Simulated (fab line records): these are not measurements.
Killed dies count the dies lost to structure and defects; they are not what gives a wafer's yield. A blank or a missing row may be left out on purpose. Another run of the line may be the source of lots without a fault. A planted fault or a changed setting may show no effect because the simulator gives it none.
fab line records -- flow n5_finfet
[record] lots = 4, wafers = 10, last_day = 17
route steps=1938 shown SDB@370 DUMMY_REMOVAL@377 HKMG_FIN@385 BEOL_M4@1111 PASSIVATION@1936
lots with no fault: from the same line, run without faults
start_h: hours from the record's opening day to when the first of the lot's shown wafers began -- wait_h: how many hours have passed since the lot's step before this one -- " same as the row above -- L1.1+2: a row that stands for several wafers -- - no value, or no start was given -- * or withheld: withheld -- < > ~ a bound
route shown NAME@n: NAME is a module with steps in the file, n the number in the route of the first one -- usual: average and standard deviation across the fault-free wafers -- same: alike in all rows -- chamber/n: place in a boat -- sites: each site's reading -- _std_site: their standard deviation -- _edge_site: mean of outer sites minus mean of inner sites -- radius_mm: for every site, how far away it sits from the centre of the wafer -- mask NAME#n: copy n -- behind: tool/chamber where the wafer was last shaped -- hold: cause of the lot's hold/its duration in hours/its outcome -- device: which transistor (n, p or np) failed to switch -- end of line: at the end of the route, the tests of the same wafers -- where a step has no rows: the recipe by itself -- killed: count of dies lost to structure and defects at first sort (not the wafer's yield) -- map: the dies of a wafer, with x for killed, . for not killed, _ for no die there
set.NAME: the setting as run; set.NAME@STEP: as run at that earlier step -- model.NAME: the simulator's own value behind a step, which no gauge read
certain route steps with their lots: each step a table, each wafer a row
services: from which hour (start_h, from the record's first day; less than 0 if before it) a tool's chamber was out of use, for how many hours, and why
[[steps]]
[step N5_SDB_PRECLEAN_38]
[recipe] chemistry = dHF, time_s = 10, dilution = 750:1, temp_c = 25
[step N5_SDB_PRECLEAN_39]
[recipe] chemistry = O3/DIW, time_s = 45, temp_c = 22, o3_ppm = 10
[step N5_SDB_SRD_28]
[recipe] dry = ipa_marangoni, time_s = 30, temp_c = 23, rinse_liquid = diw
[step N5_SDB_ALD_29]
[recipe] material = SiNx, target_thk_a = 300, temp_c = 400, ald_precursor_family = SiH2I2, ald_co_reactant = N2/H2-plasma, pulse_time_s = 1, ald_cycles = 600, purge_time_s = 2, co_reactant_purge_time_s = 2, pressure_torr = 2
[step N5_SDB_CMP_30]
[recipe] stop_on = poly-Si, t_overpolish_s = 1.54, post_cmp_clean = alkaline_brush, down_force_psi = 4.1491, platen_rpm = 51.796, pad_velocity_m_s = 1.0306, target_thk_nm = 30
[step N5_DUMMY_REMOVAL_HM_STRIP_01]
[recipe] chemistry = CH3F/O2, material = SiNx, target_depth_a = 40, stop_on = poly-Si, time_s = 6.8, over_etch_frac = 0.3, ion_energy_ev = 60, power_w = 410, bias_w = 29, Ar_flow_sccm = 150, CH3F_flow_sccm = 30, O2_flow_sccm = 20
[step N5_DUMMY_REMOVAL_STRIP_10]
[recipe] chemistry = N2/H2, time_s = 40, power_w = 100, temp_c = 40, pressure_mtorr = 100, rf_frequency_hz = 6e+07, bias_power_w = 3, n2_flow_sccm = 300, h2_flow_sccm = 300
[step N5_DUMMY_REMOVAL_PRECLEAN_07]
[recipe] chemistry = dHF, time_s = 30, temp_c = 25, dilution = withheld
[step N5_DUMMY_REMOVAL_DUMMY_REMOVE_02]
[recipe] chemistry = TMAH, temp_c = 70, target = poly-Si, stop_on = SiO2, target_depth_nm = 142, conc_wt_pct = 5, time_s = 57, dry = ipa_marangoni, rinse_time_s = 30, rinse_temp_c = 23
[step N5_DUMMY_REMOVAL_PRECLEAN_08]
[recipe] chemistry = NF3:NH3, afs_cycles = 2, temp_c = 30, time_s = 20, sublimation_temp_c = 180, sublimation_time_s = 60, pressure_torr = 3, rf_power_w = 30
lot.wafer,tool,chamber,start_h,wait_h
L401.5+6,remote_plasma-02,0,93.28,0.2
L403.1+6,remote_plasma-02,1,106.64,0.0
L416.1+2+3,remote_plasma-01,0,184.85,0.0
L420.2+4+6,remote_plasma-02,0,210.06,0.1
[step N5_DUMMY_REMOVAL_PRECLEAN_04]
[recipe] chemistry = DHF, time_s = 37, temp_c = 25, dilution = 500:1
[step N5_DUMMY_REMOVAL_SRD_05]
[recipe] dry = ipa_marangoni, do_ppb = 5, time_s = 30, temp_c = 23, rinse_liquid = diw
[step N5_HKMG_FIN_IL_REGROW_00]
[recipe] material = SiO2, target_thk_a = 7.5, chemistry = O3, temp_c = withheld, time_s = 30
[step N5_HKMG_FIN_HK_ALD_01]
[recipe] material = HfO2, target_thk_a = 16, temp_c = withheld, ald_precursor_family = HfCl4, ald_co_reactant = H2O, pulse_time_s = 3, purge_time_s = 3, co_reactant_purge_time_s = 2.5, co_reactant_pulse_time_s = 0.3, ald_cycles = 30
[step N5_HKMG_FIN_HK_ANNEAL_02]
[recipe] temp_c = 700, time_s = 30, ambient = N2, idle_temp_c = 600, ramp_up_c_per_s = 150, ramp_down_c_per_s = 60, cool_to_c = 600
[step N5_HKMG_FIN_ALD_74]
[recipe] material = La2O3, target_thk_a = 5, temp_c = 250, ald_precursor_family = La-Cp, ald_co_reactant = O3, pulse_time_s = 6, co_reactant_pulse_time_s = 1, purge_time_s = 3, co_reactant_purge_time_s = 3
[step N5_HKMG_FIN_ALD_75]
[recipe] material = Al2O3, target_thk_a = 10, temp_c = 150, ald_precursor_family = TMA, ald_co_reactant = H2O, pulse_time_s = withheld, co_reactant_pulse_time_s = 1
[step N5_HKMG_FIN_COAT_41]
[recipe] resist = SOC, temp_c = 250, time_s = 60, spin_rpm = 1500, resist_thk_nm = 300
[step N5_HKMG_FIN_COAT_42]
[recipe] resist = SiARC, temp_c = 220, time_s = 60, spin_rpm = 1500, resist_thk_nm = 35
[step N5_HKMG_FIN_COAT_43]
[recipe] resist = CAR-ArF, spin_rpm = 1500, resist_thk_nm = 90
[step N5_HKMG_FIN_EBR_45]
[recipe] solvent = PGMEA, ebr_width_mm = 1.5
[step N5_HKMG_FIN_SOFTBAKE_44]
[recipe] temp_c = 110, time_s = 60, resist = CAR-ArF
[step N5_HKMG_FIN_EXPOSE_46]
[recipe] mask_id = NDIPOLE, na = 1.35, source_shape = conventional, sigma_outer = 0.8, polarization = unpolarized, dose_mj = 40
[step N5_HKMG_FIN_PEB_47]
[recipe] peb_temp_c = withheld, peb_time_s = 60, resist = CAR-ArF
[step N5_HKMG_FIN_DEVELOP_48]
[recipe] develop_time_s = 30, developer = TMAH, resist = CAR-ArF, rinse_liquid = diw, dry = air_spin, dev_temp_c = 23
[step N5_HKMG_FIN_DESCUM_53]
[recipe] chemistry = O2, time_s = 7.9, source_power_w = 50, bias_power_w = 20, pressure_mtorr = 20, rf_frequency_hz = 2.712e+07, temp_c = 40, resist = CAR-ArF, o2_flow_sccm = 225
[step N5_HKMG_FIN_ETCH_54]
[recipe] chemistry = CF4, target = SiARC, target_depth_a = 455, mask_material = CAR-ArF, time_s = 75.8, ion_energy_ev = 80, pressure_mtorr = 40, source_w = 545, bias_w = 36, Ar_flow_sccm = 100, cf4_flow_sccm = 100, ends = cleared
[step N5_HKMG_FIN_ETCH_55]
[recipe] chemistry = N2/H2, target = SOC, target_depth_a = 2400, temp_c = 40, time_s = 300, ion_energy_ev = 200, mask_material = SiARC, pressure_mtorr = 30, source_w = 840, bias_w = 150, n2_flow_sccm = 200, h2_flow_sccm = 200
[step N5_HKMG_FIN_STRIP_56]
[recipe] chemistry = N2/H2, temp_c = 40, n2_flow_sccm = 200, h2_flow_sccm = 200, rf_frequency_hz = 6e+07
[step N5_HKMG_FIN_STRIP_57]
[recipe] chemistry = CF4, resist = SiARC, power_w = 300, bias_power_w = 75, pressure_mtorr = 50, cf4_flow_sccm = 150, rf_frequency_hz = 6e+07
[step N5_HKMG_FIN_ETCH_58]
[recipe] chemistry = N2/H2, target = SOC, target_depth_a = 2158, ion_energy_ev = 50, bias_w = 13, time_s = 741, pressure_mtorr = 30, source_w = 875, n2_flow_sccm = 200, h2_flow_sccm = 200
[step N5_HKMG_FIN_STRIP_93]
[recipe] chemistry = N2/H2, material = SOC, time_s = 20, power_w = 500, temp_c = 40, pressure_mtorr = 50, rf_frequency_hz = 6e+07, bias_power_w = 8, h2_frac = 0.5, n2_flow_sccm = 300, h2_flow_sccm = 300
[step N5_HKMG_FIN_WET_ETCH_76]
[recipe] chemistry = dNH4OH, mix = 1:50, temp_c = 25, target = Al2O3, stop_on = La2O3, target_depth_nm = 2.25, dry = ipa_marangoni, rinse_time_s = 30, rinse_temp_c = 23
[step N5_HKMG_FIN_STRIP_60]
[recipe] chemistry = N2/H2, power_w = 2500, temp_c = 300, h2_frac = 0.65, time_s = 360, pressure_mtorr = withheld, n2_flow_sccm = 1750, h2_flow_sccm = 3250
[step N5_HKMG_FIN_WET_ETCH_77]
[recipe] chemistry = dHCl, mix = 1:10000, temp_c = 25, target = La2O3, stop_on = HfO2, target_depth_nm = 2
[step N5_HKMG_FIN_WET_ETCH_78]
[recipe] chemistry = dNH4OH, mix = 1:50, temp_c = 25, target = Al2O3, stop_on = La2O3, target_depth_nm = 4.5, dry = ipa_marangoni, rinse_time_s = 30, rinse_temp_c = 23
[step N5_BEOL_M4_RC_MEAS_101]
[usual] DIBL_N = 36.3/1.7, DIBL_P = 36.5/1.8, EOT_N = 10.52/0.089, EOT_P = 10.47/0.093, IGATE_N = 0.0125/0.0018, IGATE_P = 0.0037/0.00053, IOFF_N = 0.16/0.033, IOFF_N_85C = 3.2/0.53, IOFF_N_LIN = 0.076/0.012, IOFF_P = 0.21/0.037, IOFF_P_85C = 3.7/0.52, IOFF_P_LIN = 0.101/0.014, ION_N = 675/11, ION_P = 462/7.9, SS_N = 71.6/0.64, SS_P = 73.3/0.68, VT_N = 249/3.3, VT_N_LVT = 98/3.3, VT_P = -250/3.3, VT_P_LVT = -98.3/2.7
lot.wafer,tool,chamber,start_h,wait_h,DIBL_N[mV/V],DIBL_P[mV/V],EOT_N,EOT_P,IGATE_N[nA/um],IGATE_P[nA/um],IOFF_N[nA/um],IOFF_N_85C[nA/um],IOFF_N_LIN[nA/um],IOFF_P[nA/um],IOFF_P_85C[nA/um],IOFF_P_LIN[nA/um],ION_N[uA/um],ION_P[uA/um],SS_N[mV/dec],SS_P[mV/dec],VT_N[mV],VT_N_LVT[mV],VT_P[mV],VT_P_LVT[mV]
L401.5,prober-01,0,183.33,0.6,38.4,38.6,10.50,10.32,0.0157,0.0046,0.19,3.6,0.086,0.27,4.4,0.120,680,468,72.2,74.1,247,95,-247,-95.7
L401.6,prober-01,0,183.33,0.6,47.7,49.3,14.98,14.91,0.0001,0.0000,0.42,7.1,0.204,0.58,8.4,0.278,619,427,72.9,76.3,239,87,-237,-85.7
L403.1,prober-01,0,202.13,0.0,47.3,50.7,14.78,14.79,0.0001,0.0000,0.51,8.0,0.235,0.63,9.0,0.281,643,441,74.3,76.9,234,84,-236,-85.0
L403.6,prober-01,0,202.13,0.0,45.7,48.2,14.92,15.01,0.0001,0.0000,0.41,6.6,0.193,0.51,7.5,0.244,616,426,73.6,75.9,237,89,-240,-88.0
L416.1,prober-01,0,267.45,0.0,35.8,34.5,10.43,10.39,0.0133,0.0041,0.14,2.8,0.066,0.20,3.6,0.101,665,465,71.5,71.9,254,100,-250,-97.5
L416.2,prober-01,0,267.45,0.0,36.5,34.3,10.66,10.55,0.0098,0.0030,0.15,2.9,0.068,0.20,3.6,0.101,667,457,71.8,72.8,252,100,-249,-98.2
L416.3,prober-01,0,267.45,0.0,38.4,38.6,10.51,10.41,0.0117,0.0036,0.19,3.6,0.084,0.27,4.6,0.123,675,465,72.3,73.7,249,98,-246,-95.0
L420.2,prober-01,0,298.25,0.2,32.8,33.7,10.60,10.39,0.0121,0.0036,0.12,2.4,0.057,0.16,2.9,0.079,669,457,70.7,73.0,256,100,-253,-100.7
L420.4,prober-01,0,298.25,0.2,34.1,35.2,10.63,10.56,0.0109,0.0032,0.14,2.7,0.065,0.18,3.1,0.086,660,457,71.2,72.9,252,98,-253,-99.8
L420.6,prober-01,0,298.25,0.2,35.7,36.5,10.63,10.46,0.0121,0.0035,0.15,3.0,0.071,0.19,3.3,0.090,671,453,71.1,73.8,251,97,-254,-99.2
[step N5_PASSIVATION_PROBE_49]
[usual] defect_limited_yield = 91.3/1.5, killed_at_M0_to_M3 = 34/9.4, killed_at_M4_up = 13/5.3, killed_at_contacts = 13/5.7, killed_at_front_end = 40/10, killed_at_other = 3.7/2.8, killed_dies = 103/17, killed_open = 67/13, killed_short = 35/8.5, sort_bin_4_leakage = 0.00/0.016, sort_bin_5_function = 5.0/0.98, sort_bin_6_memory = 3.3/0.7, sort_bin_8_speed = 0.00/0.007, sort_n_pass = 1077/17, sort_yield_pct = 91.3/1.5
[same] gross_dies = 1180, killed_at_back_side = 0
lot.wafer,tool,chamber,start_h,wait_h,defect_limited_yield[%],killed_at_M0_to_M3,killed_at_M4_up,killed_at_contacts,killed_at_front_end,killed_at_other,killed_dies,killed_open,killed_short,sort_bin_4_leakage[%],sort_bin_5_function[%],sort_bin_6_memory[%],sort_bin_8_speed[%],sort_n_pass,sort_yield_pct[%]
L401.5,prober-02,-,290.11,0.2,91.3,46,6,10,31,10,103,68,35,0,4.9,3.3,0,1077,91.3
L401.6,prober-02,-,290.16,0.3,91.1,30,16,8,45,6,105,63,38,30.93,5.0,3.5,46.10,166,14.1
L403.1,prober-01,-,307.59,0.0,92.8,26,13,12,31,3,85,45,39,67.88,3.2,3.1,0,294,24.9
L403.6,prober-01,-,307.84,0.3,91.5,33,6,16,43,2,100,65,32,18.81,5.3,3.1,64.07,102,8.6
L416.1,prober-02,-,369.78,0.0,92.4,29,10,22,28,1,90,66,24,0,3.7,3.8,0,1090,92.4
L416.2,prober-02,-,369.83,0.1,92.5,25,7,9,40,7,88,52,35,0,4.2,2.6,0,1092,92.5
L416.3,prober-02,-,369.88,0.1,91.8,39,5,15,36,2,97,63,34,0,5.0,2.8,0,1083,91.8
L420.2,prober-01,-,402.88,0.1,90.3,39,19,13,43,0,114,74,38,0,5.4,4.0,0,1066,90.3
L420.4,prober-01,-,402.98,0.2,90.9,25,19,17,46,0,107,71,36,0,5.0,3.6,0,1073,90.9
L420.6,prober-01,-,403.08,0.3,91.8,23,14,13,47,0,97,68,29,0,4.7,3.3,0,1083,91.8
// killed by level:class
L401.5 BEOL_M0_SAQP:geometric_particle:open=18 BEOL_M0_SAQP:geometric_particle:short=14 STI_FIN_REVEAL:geometric_particle:open=10 BEOL_M1:geometric_particle:open=6 MOL_CONTACT_COAG:geometric_particle:open=6 FIN_SAQP:geometric_particle:open=5 FIN_SAQP:geometric_particle:short=4 ILD0:geometric_particle:open=4
L401.6 FIN_SAQP:geometric_particle:open=9 MOL_CONTACT_COAG:geometric_particle:open=8 BEOL_M0_SAQP:geometric_particle:open=7 BEOL_M0_SAQP:geometric_particle:short=6 BEOL_M2:geometric_particle:open=6 FIN_SAQP:geometric_particle:short=5 STARTING-WAFER:geometric_particle:short=5 STI_FIN_REVEAL:geometric_particle:open=4
L403.1 FIN_SAQP:geometric_particle:short=10 MOL_CONTACT_COAG:geometric_particle:open=8 BEOL_M2:geometric_particle:open=7 BEOL_M1:geometric_particle:short=6 BEOL_M1:geometric_particle:open=5 GATE_CUT:geometric_particle:short=5 BEOL_M0_SAQP:geometric_particle:short=5 FIN_SAQP:geometric_particle:open=4
L403.6 BEOL_M2:geometric_particle:open=12 FIN_SAQP:geometric_particle:short=11 MOL_CONTACT_COAG:geometric_particle:open=11 FIN_SAQP:geometric_particle:open=10 STI_FIN_REVEAL:geometric_particle:open=10 BEOL_M1:geometric_particle:open=7 MOL_CONTACT_COAG:geometric_particle:short=5 BEOL_M0_SAQP:geometric_particle:short=5
L416.1 MOL_CONTACT_COAG:geometric_particle:open=21 BEOL_M2:geometric_particle:open=9 BEOL_M0_SAQP:geometric_particle:open=8 FIN_SAQP:geometric_particle:short=6 FIN_SAQP:geometric_particle:open=5 DUMMY_GATE:geometric_particle:open=5 BEOL_M0_SAQP:geometric_particle:short=5 GATE_CUT:geometric_particle:short=4
L416.2 STI_FIN_REVEAL:geometric_particle:open=13 STI_FIN_REVEAL:geometric_particle:short=6 BEOL_M2:geometric_particle:open=6 MOL_CONTACT_COAG:geometric_particle:open=6 BEOL_M1:geometric_particle:open=6 FIN_SAQP:geometric_particle:short=4 FIN_SAQP:geometric_particle:open=3 GATE_CUT:geometric_particle:short=3
L416.3 BEOL_M3:geometric_particle:open=11 STI_FIN_REVEAL:geometric_particle:open=10 MOL_CONTACT_COAG:geometric_particle:open=10 BEOL_M0_SAQP:geometric_particle:short=7 FIN_SAQP:geometric_particle:short=6 BEOL_M0_SAQP:geometric_particle:open=6 STARTING-WAFER:geometric_particle:short=6 FIN_SAQP:geometric_particle:open=5
L420.2 FIN_SAQP:geometric_particle:short=11 MOL_CONTACT_COAG:geometric_particle:open=11 BEOL_M2:geometric_particle:open=11 GATE_CUT:geometric_particle:short=9 GATE_CUT:geometric_particle:open=9 BEOL_M4:geometric_particle:open=9 BEOL_M0_SAQP:geometric_particle:open=8 BEOL_M1:geometric_particle:open=5
L420.4 MOL_CONTACT_COAG:geometric_particle:open=13 GATE_CUT:geometric_particle:short=10 BEOL_M4:geometric_particle:open=10 BEOL_M2:geometric_particle:open=8 DUMMY_GATE:geometric_particle:open=7 GATE_CUT:geometric_particle:open=7 STI_FIN_REVEAL:geometric_particle:open=5 MOL_CONTACT_COAG:geometric_particle:short=4
L420.6 MOL_CONTACT_COAG:geometric_particle:open=13 BEOL_M2:geometric_particle:open=10 GATE_CUT:geometric_particle:short=9 FIN_SAQP:geometric_particle:open=8 FIN_SAQP:geometric_particle:short=8 STI_FIN_REVEAL:geometric_particle:open=8 BEOL_M4:geometric_particle:open=7 BEOL_M3:geometric_particle:open=6
// map L401.6 (x killed, . not)
_________________........x.x.________________
______________......x..........._____________
___________....x...........x.x.....__________
__________..............x..x.x.xx..._________
________...x...x......................_______
_______...x..................x.........______
______............x........x.........x.._____
_____....x...........x...................____
____................x.xx......x...........___
___x.........x....x.......x................__
___..xx................x...................__
__..x..x..................x....x............_
__x..x.....x.........x......................_
_.......x...............x..........x.......x.
_.....x...........x..x....xx......x...x......
_................................x...x.....x.
_.....x..x.......x..........................x
_....x...x....x...........x........x.........
_.......................x..x................x
_......x...................x....xx..x.x......
_..x..x...................................x..
__..............................x..........x_
__..x....................x.................._
___...........................x...x........__
___........................................__
____...x..x............xx.........x.x.....___
_____.......x.......x..xx.x..............____
______....x.........................x.x._____
_______..........x...x............x....______
________.x..............x............._______
__________......................x..._________
___________...x....x...............__________
______________x.x..............._____________
_________________...........x________________
// map L403.6 (x killed, . not)
_________________............________________
______________.x....x.x.......x._____________
___________.....x....x.............__________
__________.....................x...._________
________.............................._______
_______.....x..............x......x....______
______..............x.....x............._____
_____..xx...............x................____
____......xx....x..x......................___
___............................x......x....__
___x...x...........................x..x....__
__.x.....x.....x...........x...............x_
__....................x....x...............x_
_...........x.......x.x.....x.........x......
_.x..x.......x...............................
_.....xx....x........x...................x.xx
_....x.xx.....x..........x...................
_.x........x..x..............................
_.....x........x..............x......x.......
_........x.............................x.....
_.....x...............x..x................x..
__..........................x......xx......._
__...........x..x..........x............x.x._
___....x............x......................__
___.................................x......__
____.........x..................x...x.....___
_____x............x.....x................____
______xx................................_____
_______........................x.x.....______
________......................x....x.._______
__________...x...xx................._________
___________.xx.............x.......__________
______________.....xx.x........._____________
_________________.....x..x...________________
[[services]]
tool,chamber,start_h,hours,kind
remote_plasma-02,-,107.75,0.2,repair
[[key]]
[first_sign] step = N5_BEOL_M4_RC_MEAS_101, reading = EOT_N, direction = up, sigmas = 49, usual = 10.52, struck = 14.89
[effect] step = N5_BEOL_M4_RC_MEAS_101, reading = EOT_P, direction = up, sigmas = 48, usual = 10.47, struck = 14.91
[effect] step = N5_BEOL_M4_RC_MEAS_101, reading = IOFF_P_LIN, direction = up, sigmas = 12, usual = 0.101, struck = 0.267
[effect] step = N5_BEOL_M4_RC_MEAS_101, reading = IOFF_N_LIN, direction = up, sigmas = 11, usual = 0.076, struck = 0.211
[effect] step = N5_BEOL_M4_RC_MEAS_101, reading = IOFF_P, direction = up, sigmas = 9.8, usual = 0.21, struck = 0.57
[effect] step = N5_BEOL_M4_RC_MEAS_101, reading = IOFF_P_85C, direction = up, sigmas = 9, usual = 3.7, struck = 8.3
[effect] step = N5_BEOL_M4_RC_MEAS_101, reading = IOFF_N, direction = up, sigmas = 8.7, usual = 0.16, struck = 0.45
[effect] step = N5_BEOL_M4_RC_MEAS_101, reading = IOFF_N_85C, direction = up, sigmas = 7.7, usual = 3.2, struck = 7.3
[effect] step = N5_BEOL_M4_RC_MEAS_101, reading = IGATE_N, direction = down, sigmas = 7, usual = 0.0125, struck = 0.0001
[effect] step = N5_BEOL_M4_RC_MEAS_101, reading = DIBL_P, direction = up, sigmas = 7, usual = 36.5, struck = 49.4
[effect] step = N5_BEOL_M4_RC_MEAS_101, reading = IGATE_P, direction = down, sigmas = 7, usual = 0.0037, struck = 0.0000
[effect] step = N5_BEOL_M4_RC_MEAS_101, reading = DIBL_N, direction = up, sigmas = 6.3, usual = 36.3, struck = 46.9
[effect] step = N5_PASSIVATION_PROBE_49, reading = sort_bin_4_leakage, direction = up, sigmas = 99+, usual = 0.00, struck = 39.21
met_at N5_DUMMY_REMOVAL_PRECLEAN_08
struck_wafers L401.6,L403.1,L403.6
[fault] kind = process_parameter_drift, tool = remote_plasma-02, chamber = -, onset_h = 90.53, steps = N5_DUMMY_REMOVAL_PRECLEAN_08, channel = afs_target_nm, offset = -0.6, shape = step, end_h = 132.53, scope = struck_wafers_only, acts_in = these_recipes_only, stated = 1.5
